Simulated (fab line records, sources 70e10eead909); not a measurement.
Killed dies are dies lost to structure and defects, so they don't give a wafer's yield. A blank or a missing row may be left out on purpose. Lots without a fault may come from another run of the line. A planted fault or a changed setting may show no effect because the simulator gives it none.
fab line records | flow nand_harc
record lots=6 wafers=18 last_day=33
route steps=1302 shown A_ONON_D1@428 END@1302
lots that met no fault: from a run of the same line without faults
start_h: hours from the record's first day to the start of the lot's first wafer shown | wait_h: hours since the lot's step before | " the same as in the row above | L1.1+2: a row that stands for several wafers | - no value, or no start given | * or withheld: withheld | < > ~ a bound
route shown NAME@n: a module of which the file shows steps, and the number in the route of the first | usual: mean/standard deviation of fault-free wafers | same: alike in all rows | chamber/n: place in a boat | sites: the reading at each site | _std_site: their standard deviation | _edge_site: outer sites' mean less inner sites' | radius_mm: how far each site lies from the wafer's centre | mask NAME#n: copy n | behind: the tool/chamber that last shaped the wafer | hold: why the lot was held/for how many hours/how that ended | device: the transistor (n, p or np) that didn't switch | end of line: the same wafers' tests at the end of the route | a step without rows: its recipe alone | killed: dies lost to structure and defects at the first sort, not the wafer's yield | map: a wafer's dies, x killed, . not, _ none there
set.NAME: the setting as run; set.NAME@STEP: as run at that earlier step | model.NAME: the simulator's own value behind a step, which no gauge read
lots at some steps of the route; a table a step, a row a wafer
services: from which hour (start_h, from the record's first day; less than 0 if before it) a tool's chamber was out of use, for how many hours, and why
## steps
# step NHARC_A_ONON_D1_DEP_06
# recipe target_thk_a=10000 n2_flow_sccm=2750 n2o_flow_sccm=2000 nh3_flow_sccm=500 sih4_flow_sccm=210 temp_c=400
# step NHARC_A_ONON_D1_THK_MEAS_08
# recipe thk_meas_gauge=ellipsometry
# usual thk_nm=999/9
# columns lot.wafer tool chamber start_h wait_h thk_nm
L103.2 film_metro-01 - 171.57 - 995
L103.3 " - " " 996
L103.6 " - " " 995
L113.4 film_metro-02 - 272.56 - 987
L113.5 " - " " 987
L113.6 " - " " 989
L119.1 film_metro-02 - 327.73 - 1001
L119.3 " - " " 999
L119.6 " - " " 1003
L118.1 film_metro-01 - 327.74 - 997
L118.2 " - " " 999
L118.3 " - " " 997
L121.1 film_metro-02 - 351.17 - 987
L121.2 " - " " 987
L121.5 " - " " 987
L125.1 film_metro-02 - 391.08 - 995
L125.3 " - " " 993
L125.5 " - " " 991
# step NHARC_A_ONON_D1_DEP_09
# recipe target_thk_a=10000 n2_flow_sccm=2750 n2o_flow_sccm=2000 nh3_flow_sccm=500 sih4_flow_sccm=210 temp_c=400
# step NHARC_A_ONON_D1_THK_MEAS_11
# recipe thk_meas_gauge=ellipsometry
# usual thk_nm=999/11
# columns lot.wafer tool chamber start_h wait_h thk_nm
L103.2 film_metro-01 - 172.13 - 988
L103.3 " - " " 989
L103.6 " - " " 989
L113.4 film_metro-02 - 273.27 - 1009
L113.5 " - " " 1012
L113.6 " - " " 1010
L119.1 film_metro-02 - 328.32 - 999
L119.3 " - " " 999
L119.6 " - " " 1000
L118.1 film_metro-01 - 328.33 - 1007
L118.2 " - " " 1009
L118.3 " - " " 1009
L121.1 film_metro-02 - 351.74 - 976
L121.2 " - " " 979
L121.5 " - " " 976
L125.1 film_metro-01 - 391.65 - 975
L125.3 " - " " 977
L125.5 " - " " 978
# step NHARC_A_ONON_D1_DEP_12
# recipe target_thk_a=10000 n2_flow_sccm=2750 n2o_flow_sccm=2000 nh3_flow_sccm=500 sih4_flow_sccm=210 temp_c=400
# step NHARC_A_ONON_D1_THK_MEAS_14
# recipe thk_meas_gauge=ellipsometry
# usual thk_nm=1003/9.6
# columns lot.wafer tool chamber start_h wait_h thk_nm
L103.2 film_metro-01 - 172.70 - 1003
L103.3 " - " " 1002
L103.6 " - " " 1001
L113.4 film_metro-01 - 273.97 - 993
L113.5 " - " " 994
L113.6 " - " " 994
L119.1 film_metro-02 - 328.88 - 980
L119.3 " - " " 980
L119.6 " - " " 979
L118.1 film_metro-01 - 328.93 - 1008
L118.2 " - " " 1007
L118.3 " - " " 1009
L121.1 film_metro-01 - 352.30 - 1004
L121.2 " - " " 1004
L121.5 " - " " 1004
L125.1 film_metro-01 - 392.22 - 1010
L125.3 " - " " 1012
L125.5 " - " " 1011
# step NHARC_A_ONON_D1_ANNEAL_15
# recipe temp_c=750 time_s=3600
# step NHARC_A_ONON_D1_DEP_16
# recipe target_thk_a=10000 n2_flow_sccm=2750 n2o_flow_sccm=2000 nh3_flow_sccm=500 sih4_flow_sccm=210 temp_c=400
# step NHARC_A_ONON_D1_THK_MEAS_18
# recipe thk_meas_gauge=ellipsometry
# usual thk_nm=996/14
# columns lot.wafer tool chamber start_h wait_h thk_nm
L103.2 film_metro-02 - 180.26 - 1012
L103.3 " - " " 1010
L103.6 " - " " 1010
L113.4 film_metro-01 - 281.79 - 990
L113.5 " - " " 991
L113.6 " - " " 991
L118.1 film_metro-02 - 336.68 - 975
L118.2 " - " " 974
L118.3 " - " " 973
L119.1 film_metro-01 - 336.69 - 1006
L119.3 " - " " 1007
L119.6 " - " " 1006
L121.1 film_metro-02 - 363.44 - 993
L121.2 " - " " 994
L121.5 " - " " 993
L125.1 film_metro-01 - 401.58 - 972
L125.3 " - " " 971
L125.5 " - " " 971
# step NHARC_A_ONON_D1_DEP_19
# recipe target_thk_a=10000 n2_flow_sccm=2750 n2o_flow_sccm=2000 nh3_flow_sccm=500 sih4_flow_sccm=210 temp_c=400
# step NHARC_A_ONON_D1_THK_MEAS_21
# recipe thk_meas_gauge=ellipsometry
# usual thk_nm=1000/12
# columns lot.wafer tool chamber start_h wait_h thk_nm
L103.2 film_metro-02 - 180.83 - 1007
L103.3 " - " " 1002
L103.6 " - " " 1002
L113.4 film_metro-02 - 282.36 - 995
L113.5 " - " " 993
L113.6 " - " " 994
L118.1 film_metro-01 - 337.24 - 1007
L118.2 " - " " 1007
L118.3 " - " " 1007
L119.1 film_metro-02 - 337.25 - 985
L119.3 " - " " 985
L119.6 " - " " 984
L121.1 film_metro-01 - 364.01 - 1008
L121.2 " - " " 1010
L121.5 " - " " 1010
L125.1 film_metro-02 - 402.15 - 988
L125.3 " - " " 990
L125.5 " - " " 990
# step NHARC_A_ONON_D1_DEP_22
# recipe target_thk_a=10000 n2_flow_sccm=2750 n2o_flow_sccm=2000 nh3_flow_sccm=500 sih4_flow_sccm=210 temp_c=400
# usual n2_flow_sccm=2747/8.3 nh3_flow_sccm=500.0/1.6 sih4_flow_sccm=209.9/0.69
# columns lot.wafer tool chamber start_h wait_h n2_flow_sccm nh3_flow_sccm sih4_flow_sccm
L103.2 pecvd_onon-03 0 180.94 0.1 2747 501.0 210.0
L103.3 " 0 " " 2747 499.9 211.0
L103.6 " 0 " " 2753 500.2 209.8
L113.4 pecvd_onon-04 0 282.58 0.2 2739 496.4 209.8
L113.5 " 0 " " 2751 496.2 209.5
L113.6 " 0 " " 2737 497.1 210.3
L118.1 pecvd_onon-03 0 337.30 0.1 2769 502.2 210.5
L118.2 " 0 " " 2741 500.9 210.5
L118.3 " 0 " " 2747 502.4 210.5
L119.1 pecvd_onon-02 0 337.31 0.1 2754 500.5 210.2
L119.3 " 0 " " 2759 500.7 209.5
L119.6 " 0 " " 2754 498.6 209.3
L121.1 pecvd_onon-03 0 364.06 0.1 2741 500.7 209.4
L121.2 " 0 " " 2747 500.7 210.5
L121.5 " 0 " " 2754 500.0 209.4
L125.1 pecvd_onon-02 0 402.21 0.1 2736 498.1 210.4
L125.3 " 0 " " 2745 500.2 210.3
L125.5 " 0 " " 2736 500.9 210.4
# step NHARC_A_ONON_D1_THK_MEAS_24
# recipe thk_meas_gauge=ellipsometry
# usual thk_nm=1001/11
# columns lot.wafer tool chamber start_h wait_h thk_nm
L103.2 film_metro-02 - 181.38 - 1011
L103.3 " - " " 1011
L103.6 " - " " 1011
L113.4 film_metro-01 - 282.92 - 1001
L113.5 " - " " 1004
L113.6 " - " " 1001
L118.1 film_metro-02 - 337.81 - 1549
L118.2 " - " " 1548
L118.3 " - " " 1547
L119.1 film_metro-01 - 337.82 - 1012
L119.3 " - " " 1011
L119.6 " - " " 1012
L121.1 film_metro-02 - 364.57 - 1558
L121.2 " - " " 1559
L121.5 " - " " 1557
L125.1 film_metro-01 - 402.72 - 1009
L125.3 " - " " 1011
L125.5 " - " " 1010
# step NHARC_A_ONON_D1_DEP_25
# recipe target_thk_a=10000 n2_flow_sccm=2750 n2o_flow_sccm=2000 nh3_flow_sccm=500 sih4_flow_sccm=210 temp_c=400
# step NHARC_END_SORT_01
# recipe temp_c=25
# usual killed_at_array=63/17 killed_at_other=0.8/1.1 killed_at_periphery=3.5/3 killed_dies=67/17 killed_open=3.1/1.6 killed_short=2.6/1.4
# same gross_dies=677
# columns lot.wafer tool chamber start_h wait_h killed_at_array killed_at_other killed_at_periphery killed_dies killed_open killed_short
L118.1 prober-02 0 732.06 2.5 675 0 2 677 4 2
L118.2 prober-02 0 732.86 2.8 674 0 3 677 1 1
L118.3 prober-02 0 733.66 3.1 676 0 1 677 2 4
L121.1 prober-01 0 751.10 2.5 676 0 1 677 5 2
L121.2 prober-01 0 751.92 2.8 676 0 1 677 3 3
L121.5 prober-01 0 754.36 3.8 675 1 1 677 1 3
# killed by level:class
L118.1 A_ONON_D1:area_dep=611 A_SLIT:chamber_film_flake=23 A_CHANNEL_HOLE_D2:chamber_film_flake=18 A_CHANNEL_HOLE_D1:chamber_film_flake=9 A_CONTACT:chamber_film_flake=5 A_CHANNEL_FILL_D2:chamber_film_flake=2 P_CONTACT:geometric_particle:open=1 A_CHANNEL_FILL_D1:geometric_particle:open=1
L118.2 A_ONON_D1:area_dep=606 A_SLIT:chamber_film_flake=30 A_CHANNEL_HOLE_D2:chamber_film_flake=14 A_STAIRCASE:chamber_film_flake=7 A_CHANNEL_HOLE_D1:chamber_film_flake=6 A_CONTACT:chamber_film_flake=6 P_GATE:chamber_film_flake=2 A_DECK1_JOINT:geometric_particle:short=1
L118.3 A_ONON_D1:area_dep=604 A_CHANNEL_HOLE_D2:chamber_film_flake=23 A_SLIT:chamber_film_flake=21 A_CHANNEL_HOLE_D1:chamber_film_flake=13 A_CONTACT:chamber_film_flake=4 A_STAIRCASE:chamber_film_flake=3 A_CHANNEL_FILL_D1:geometric_particle:short=1 A_DECK1_JOINT:geometric_particle:short=1
L121.1 A_ONON_D1:area_dep=595 A_CHANNEL_HOLE_D1:chamber_film_flake=31 A_SLIT:chamber_film_flake=29 A_CONTACT:chamber_film_flake=5 A_CHANNEL_HOLE_D2:chamber_film_flake=3 A_STAIRCASE:chamber_film_flake=2 A_ONON_D1:geometric_particle:short=1 A_ONON_D1:geometric_particle:open=1
L121.2 A_ONON_D1:area_dep=588 A_CHANNEL_HOLE_D1:chamber_film_flake=31 A_SLIT:chamber_film_flake=31 A_CHANNEL_HOLE_D2:chamber_film_flake=7 A_STAIRCASE:chamber_film_flake=6 A_CONTACT:chamber_film_flake=3 A_BLC:chamber_film_flake=3 A_CHANNEL_FILL_D2:chamber_film_flake=2
L121.5 A_ONON_D1:area_dep=573 A_SLIT:chamber_film_flake=39 A_CHANNEL_HOLE_D1:chamber_film_flake=35 A_CONTACT:chamber_film_flake=7 A_BLC:chamber_film_flake=5 A_DECK1_JOINT:chamber_film_flake=3 A_CHANNEL_HOLE_D2:chamber_film_flake=3 A_CHANNEL_FILL_D2:chamber_film_flake=2
# map L118.1 (x killed, . not)
____________x____________
_________xxxxxxx_________
_______xxxxxxxxxxx_______
______xxxxxxxxxxxxx______
_____xxxxxxxxxxxxxxx_____
____xxxxxxxxxxxxxxxxx____
____xxxxxxxxxxxxxxxxx____
___xxxxxxxxxxxxxxxxxxx___
___xxxxxxxxxxxxxxxxxxx___
__xxxxxxxxxxxxxxxxxxxxx__
__xxxxxxxxxxxxxxxxxxxxx__
_xxxxxxxxxxxxxxxxxxxxxxx_
_xxxxxxxxxxxxxxxxxxxxxxx_
_xxxxxxxxxxxxxxxxxxxxxxx_
_xxxxxxxxxxxxxxxxxxxxxxx_
_xxxxxxxxxxxxxxxxxxxxxxx_
xxxxxxxxxxxxxxxxxxxxxxxxx
xxxxxxxxxxxxxxxxxxxxxxxxx
xxxxxxxxxxxxxxxxxxxxxxxxx
xxxxxxxxxxxxxxxxxxxxxxxxx
xxxxxxxxxxxxxxxxxxxxxxxxx
_xxxxxxxxxxxxxxxxxxxxxxx_
_xxxxxxxxxxxxxxxxxxxxxxx_
_xxxxxxxxxxxxxxxxxxxxxxx_
_xxxxxxxxxxxxxxxxxxxxxxx_
_xxxxxxxxxxxxxxxxxxxxxxx_
__xxxxxxxxxxxxxxxxxxxxx__
__xxxxxxxxxxxxxxxxxxxxx__
___xxxxxxxxxxxxxxxxxxx___
___xxxxxxxxxxxxxxxxxxx___
____xxxxxxxxxxxxxxxxx____
____xxxxxxxxxxxxxxxxx____
_____xxxxxxxxxxxxxxx_____
______xxxxxxxxxxxxx______
_______xxxxxxxxxxx_______
_________xxxxxxx_________
____________x____________
# map L121.1 (x killed, . not)
____________x____________
_________xxxxxxx_________
_______xxxxxxxxxxx_______
______xxxxxxxxxxxxx______
_____xxxxxxxxxxxxxxx_____
____xxxxxxxxxxxxxxxxx____
____xxxxxxxxxxxxxxxxx____
___xxxxxxxxxxxxxxxxxxx___
___xxxxxxxxxxxxxxxxxxx___
__xxxxxxxxxxxxxxxxxxxxx__
__xxxxxxxxxxxxxxxxxxxxx__
_xxxxxxxxxxxxxxxxxxxxxxx_
_xxxxxxxxxxxxxxxxxxxxxxx_
_xxxxxxxxxxxxxxxxxxxxxxx_
_xxxxxxxxxxxxxxxxxxxxxxx_
_xxxxxxxxxxxxxxxxxxxxxxx_
xxxxxxxxxxxxxxxxxxxxxxxxx
xxxxxxxxxxxxxxxxxxxxxxxxx
xxxxxxxxxxxxxxxxxxxxxxxxx
xxxxxxxxxxxxxxxxxxxxxxxxx
xxxxxxxxxxxxxxxxxxxxxxxxx
_xxxxxxxxxxxxxxxxxxxxxxx_
_xxxxxxxxxxxxxxxxxxxxxxx_
_xxxxxxxxxxxxxxxxxxxxxxx_
_xxxxxxxxxxxxxxxxxxxxxxx_
_xxxxxxxxxxxxxxxxxxxxxxx_
__xxxxxxxxxxxxxxxxxxxxx__
__xxxxxxxxxxxxxxxxxxxxx__
___xxxxxxxxxxxxxxxxxxx___
___xxxxxxxxxxxxxxxxxxx___
____xxxxxxxxxxxxxxxxx____
____xxxxxxxxxxxxxxxxx____
_____xxxxxxxxxxxxxxx_____
______xxxxxxxxxxxxx______
_______xxxxxxxxxxx_______
_________xxxxxxx_________
____________x____________
## services
# columns tool chamber start_h hours kind
pecvd_onon-02 - 185.18 13.0 pm
pecvd_onon-04 - 211.70 2.9 repair
pecvd_onon-03 - 218.94 5.7 repair
pecvd_onon-03 - 227.00 13.0 pm
pecvd_onon-04 - 311.28 13.0 pm
pecvd_onon-02 - 366.18 13.0 pm
## key
first_sign step=NHARC_A_ONON_D1_THK_MEAS_24 reading=thk_nm direction=up sigmas=50 usual=1001 struck=1553
effect step=NHARC_END_SORT_01 reading=killed_at_array direction=up sigmas=35 usual=63 struck=675
more_kills_born_at NHARC_A_ONON_D1_DEP_22@pecvd_onon-03=3577
met_at NHARC_A_ONON_D1_DEP_22
struck_wafers L118.1,L118.2,L118.3,L121.1,L121.2,L121.5
later_rows_left_out L118.1,L118.2,L118.3,L121.1,L121.2,L121.5
tester_left_out L118,L121
onset_between 180.94 337.30
fault kind=process_parameter_drift tool=pecvd_onon-03 chamber=0 onset_h=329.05 steps=NHARC_A_ONON_D1_DEP_22 channel=target_thk_a offset=* shape=step end_h=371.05 acts_in=* stated=*
# tester_left_out: of these lots the tester's yield and bins aren't shown, on N5 and GAA mostly nor the transistor test; their killed dies are dies lost to structure and defects alone, not to doping, threshold or leakage, so they don't give the yield
# later_rows_left_out: the simulator's readings of these wafers behind a module that went badly wrong aren't trusted and aren't shown, but for the sort
